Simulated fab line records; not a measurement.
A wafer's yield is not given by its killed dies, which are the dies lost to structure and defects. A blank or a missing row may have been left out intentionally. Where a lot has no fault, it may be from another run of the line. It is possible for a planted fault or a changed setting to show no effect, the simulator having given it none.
Split-lot study ; flow n5 finfet ; 7 lots, 21 wafers read, on a route of 1938 steps

THE SPLIT ITSELF
At N5_HKMG_FIN_ETCH_58 (etches SOC in N2/H2, target depth 215.8 nm, time 741 s), the setting source w was moved away from the recipe's 875 W on 9 of the 21 wafers read, by -16.9% to +17.9%. For the rest of the wafers, this setting stayed at what the recipe calls for.

Reading taken at the split's own step.

THE READING
rf vpp V, in V, at N5_HKMG_FIN_ETCH_58 (etches SOC in N2/H2, target depth 215.8 nm, time 741 s). Typical for fault-free wafers on this fab line: 99.1 V, with standard deviation 1 V.

wafer;tool, chamber at the split;source w as run, W;against the recipe;rf vpp V, V;against lot-mates on the recipe
L074.2;rie diel-04, 0;875;recipe;100.0;-
L074.3;rie diel-04, 3;875;recipe;99.3;-
L074.4;rie diel-04, 1;726.7;-16.9%;104.6;+4.9
L075.3;rie diel-04, 0;783.5;-10.5%;104.5;+4.7
L075.4;rie diel-04, 3;875;recipe;100.2;-
L075.5;rie diel-04, 1;875;recipe;99.4;-
L076.2;rie diel-04, 0;875;recipe;99.5;-
L076.5;rie diel-04, 3;803.6;-8.2%;101.6;+2.1
L076.6;rie diel-04, 1;803.6;-8.2%;101.1;+1.6
L087.1;rie diel-06, 2;875;recipe;98.8;-
L087.2;rie diel-06, 0;991;+13.3%;94.3;-4.5
L087.4;rie diel-06, 2;991;+13.3%;96.0;-2.8
L093.2;rie diel-05, 0;1032;+17.9%;93.6;-7.0
L093.3;rie diel-05, 3;1032;+17.9%;93.4;-7.2
L093.4;rie diel-05, 2;875;recipe;100.6;-
L094.1;rie diel-05, 1;875;recipe;99.2;-
L094.2;rie diel-05, 3;1003;+14.6%;94.1;-3.9
L094.5;rie diel-05, 3;875;recipe;96.7;-
L095.3;rie diel-05, 1;875;recipe;99.6;-
L095.4;rie diel-05, 3;875;recipe;98.2;-
L095.5;rie diel-05, 3;875;recipe;99.2;-

FIT RESULTS
A straight line over all 21 wafers: rf vpp V changes by -0.328 V for each +1% of source w; r = -0.96; the points scatter about the line by 0.95 V.
The same after taking each lot's own level away (the mean of its wafers on the recipe; 21 wafers): -0.327 V for each +1%; r = -0.96; scatter 0.87 V.
According to that fit, moving source w by its largest amount changes the reading by 5.9 V.
From 97.95 to 100.60 V: that is the span of the lots' own levels, equal to 2.6 times the standard deviation above.
The two slopes are in agreement: the lot-to-lot level therefore moves the slope only a little.
Check: with one of the wafers moved furthest among these (+17.9%) left out of the fit, the line predicts -5.65 V for it against its lot-mates. Against them it came out at -7 V.
Tool readings at the split's step, against how far the setting was moved: rf vpp V r = -0.96.

THESE WAFERS: OTHER SPLITS
Note: prior to the reading, these wafers also went through further splits. Each is held against what the fit with the lots' levels taken away leaves over:
other split on the same wafers;wafers away from the commonest value;r with rf vpp V (lot level and that fit taken away)
N5_SD_EPI_N_EPI_21 temp c;10;-0.34
N5_SDB_COAT_05 spin rpm;5;-0.12

THE WHOLE CHAIN: every reading that the file lists as answering this split, in the file's order
step;what it does;reading;change (the file's fit);r (the file's)
N5_HKMG_FIN_ETCH_58;etches SOC in N2/H2, target depth 215.8 nm, time 741 s;rf vpp V;-0.323 V for each +1% of the setting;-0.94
N5_HKMG_FIN_ETCH_58;etches SOC in N2/H2, target depth 215.8 nm, time 741 s;HKMG_FIN.feature depth nm (the simulator's own value, which no gauge read);+1.85 nm for each +1% of the setting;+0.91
N5_HKMG_FIN_ETCH_58;etches SOC in N2/H2, target depth 215.8 nm, time 741 s;SOC_of_HKMG_FIN_COAT_41.thk nm (the simulator's own value, which no gauge read);-1.86 nm for each +1% of the setting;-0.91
N5_HKMG_FIN_ETCH_58;etches SOC in N2/H2, target depth 215.8 nm, time 741 s;etch.depth nm (the simulator's own value, which no gauge read);+1.84 nm for each +1% of the setting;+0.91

FILE'S OWN FIT
rf vpp V changes by -0.323 V for each +1% of source w, r = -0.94.
